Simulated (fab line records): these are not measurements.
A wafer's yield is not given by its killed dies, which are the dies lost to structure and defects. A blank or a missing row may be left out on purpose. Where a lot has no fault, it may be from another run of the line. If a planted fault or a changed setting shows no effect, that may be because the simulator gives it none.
Code-filled problem report in 8D (eight disciplines) form / flow nand harc / the parts of the form that need people (team, actions taken, sign-off) are left out

1. WHAT WENT WRONG
killed at array at NHARC_END_SORT_01 reads a mean of 118 on 6 wafers of 2 lots; wafers without a fault read 29 with a standard deviation of 10. That is +8.9 standard deviations from the usual mean.
First seen on wafer L856.1, day 21 18:05, on prober-02. The record has a number at this step for 6 wafers belonging to 2 lots. By rule, "out" or "out of limits" means more than 4 standard deviations away from the usual mean. The rest of the wafers with a number are treated as sound.

2. WHAT IT IS; WHAT IT IS NOT
question=which readings at this step; is=killed at array, killed dies; is not=killed at other, killed at periphery, killed open, killed short
question=which lots; is=L853, L856; is not=-
question=which wafers of those lots; is=all that have a number; is not=-
question=read on which gauges; is=prober-01, prober-02; is not=-
question=when; is=from day 21 18:05; is not=up to then (0 sound wafers)

3. THE SUSPECTS, EACH WITH WHAT RULES IT OUT
Counting: a tool at any process step up to the reading remains a suspect when it ran all the lots that are out and ran no sound lot after the first of those.
- the gauge at NHARC_END_SORT_01 has been ruled out. Those wafers that are out were read across 2 gauges (prober-01, prober-02).
- rie diel-07 at NHARC_A_SGD_CUT_ETCH_15 (etches the open film in CH3F/O2, target depth 75 nm, time 64.3 s): kept. It ran every lot that is out, first L853 (day 16 01:48), and no sound lot after that.
- rie si-03 at NHARC_THIN_TSV_ETCH_15 (target depth 3000 nm, bosch target overetch cycles 2, bosch etch step 2.8 s): kept. It ran every lot that is out, first L856 (day 21 02:16), and no sound lot after that.
What counting leaves: rie diel-07 at NHARC_A_SGD_CUT_ETCH_15 and rie si-03 at NHARC_THIN_TSV_ETCH_15.

4. THE CAUSE (what the simulator had put in)
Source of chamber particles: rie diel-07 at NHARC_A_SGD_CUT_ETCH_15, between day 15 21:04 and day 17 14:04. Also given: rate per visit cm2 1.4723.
Of the 2 suspects that counting leaves, this tool is one.

5. THE EFFECT CHAIN, in route order
One row per reading whose mean, taken over the struck wafers that have a number, lies over 3 standard deviations from the usual. Readings are gone through only where the record gives a usual standard deviation; hours: the median, over the lots, of the time from a lot's start at the first step in this table giving one to that lot's start at this step; sigmas: the change measured in usual standard deviations.
hours=0; step=NHARC_END_SORT_01; reading=killed at array; usual=29; on struck wafers=118; change=+89; sigmas=+8.9
hours=0; step=NHARC_END_SORT_01; reading=killed dies; usual=33; on struck wafers=120; change=+88; sigmas=+8.0

6. WHAT WOULD HAVE CAUGHT IT SOONER
Counted from the fault's start at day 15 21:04, it took 141 hours until the first out-of-limits reading at a measuring or inspecting step in this record, taken at day 21 18:05.
Tool readings at NHARC_A_SGD_CUT_ETCH_15 with a usual standard deviation given in the record: none out on any struck wafer, hence no alarm at a limit of 4 standard deviations on them.
By day 21 18:05, every lot that is out (2) had started NHARC_A_SGD_CUT_ETCH_15 on rie diel-07. Had the tool been put on hold then, not one of them would have been saved.
